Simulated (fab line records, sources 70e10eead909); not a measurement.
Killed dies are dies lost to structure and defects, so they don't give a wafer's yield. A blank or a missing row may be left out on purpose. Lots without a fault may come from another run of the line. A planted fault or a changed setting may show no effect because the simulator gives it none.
A struck lot beside a sound one | flow nand_harc | 15 steps out of a route of 1159
Sound: wafers L605.3, L605.5, L605.6. Struck: wafer L620.6. (L620.2, L620.5 of the same lot were not struck and are left out.) The cause comes at the end.
At each step with rows: each side's tool, then ch and its chambers, then its first start. Under that, the readings that differ: sound wafers | struck wafers | difference of the means | sigmas: that difference in standard deviations of wafers without a fault.
alike: readings whose means differ by less than 2 such deviations, and words and numbers that are the same on both sides. not compared: withheld readings, readings that some wafer has no value for, bounds like >300 that may hide the same value, and numbers for which the record gives no deviation and whose values overlap.
The two part at a step that has a row with sigmas, a row that says differs or no value, or rows on one side only. Numbers that don't overlap but have no deviation are shown without sigmas and don't part them. A reading that every wafer of one side lacks parts them only if that side has two wafers or more.

first, 8 steps without rows for these wafers: NHARC_THIN_TSV_DEHYDRATE_25 (time 120 s); NHARC_THIN_TSV_HMDS_26 (time 30 s); NHARC_THIN_TSV_COAT_27; NHARC_THIN_TSV_SOFTBAKE_28 (time 95 s); NHARC_THIN_TSV_EBR_29; NHARC_THIN_TSV_EXPOSE_30 (exposes mask PAD); NHARC_THIN_TSV_PEB_31 (peb time 85 s); NHARC_THIN_TSV_DEVELOP_32 (time 70 s).
NHARC_THIN_TSV_CD_MEAS_33: target cd 5000 nm.
  sound on cd_sem-02 ch 0, day 20 15:59; struck on cd_sem-01 ch 0, day 23 12:44
  alike: cd_nm
then, 1 step without rows for these wafers: NHARC_THIN_TSV_HARDBAKE_34 (time 80 s).
NHARC_THIN_TSV_DESCUM_35: chemistry O2, time 3 s.
  sound on rie_diel-07 ch 2,3, day 20 16:08; struck on rie_diel-07 ch 1, day 23 12:55
  alike: drypump_motor_current_A, oes_product_au, rf_vpp_V, showerhead_plenum_p_Torr, throttle_valve_pct
  not compared: rf_hours_counter_h
NHARC_THIN_TSV_ETCH_59: etches the open film in Cl2/BCl3, target depth 880 nm, time 138.1 s.
  sound on rie_metal-02 ch 0,1, day 20 16:22; struck on rie_metal-02 ch 1, day 23 13:03
  alike: drypump_motor_current_A, oes_product_au, throttle_valve_pct
  not compared: rf_hours_counter_h
NHARC_THIN_TSV_ETCH_36: etches the open film in Cl2/BCl3, target depth 65 nm, time 18.571 s.
  sound on rie_metal-02 ch 0,1, day 20 16:32; struck on rie_metal-02 ch 0, day 23 13:16
  reading               | sound             | struck | difference | sigmas
  oes_product_au (a.u.) | 1.001 1.002 1.010 | 0.845  | -0.159     | -19
  alike: drypump_motor_current_A
  not compared: rf_hours_counter_h
NHARC_THIN_TSV_STRIP_56: strips in O2.
  sound on plasma_asher-01 ch 0,1, day 20 16:43; struck on plasma_asher-01 ch 0, day 23 13:25
  alike: drypump_motor_current_A, heater_power_w
  not compared: rf_hours_counter_h
then, 1 step without rows for these wafers: NHARC_END_SORT_01.

WHERE THEY PART
Only at NHARC_THIN_TSV_ETCH_36, within this record. Later steps at which nothing parts them and some readings are alike: NHARC_THIN_TSV_STRIP_56.

WHY: what the simulator had put in
Process parameter drift: rie_metal-02, from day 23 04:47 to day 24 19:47, at NHARC_THIN_TSV_ETCH_36. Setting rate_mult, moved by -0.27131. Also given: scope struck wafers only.
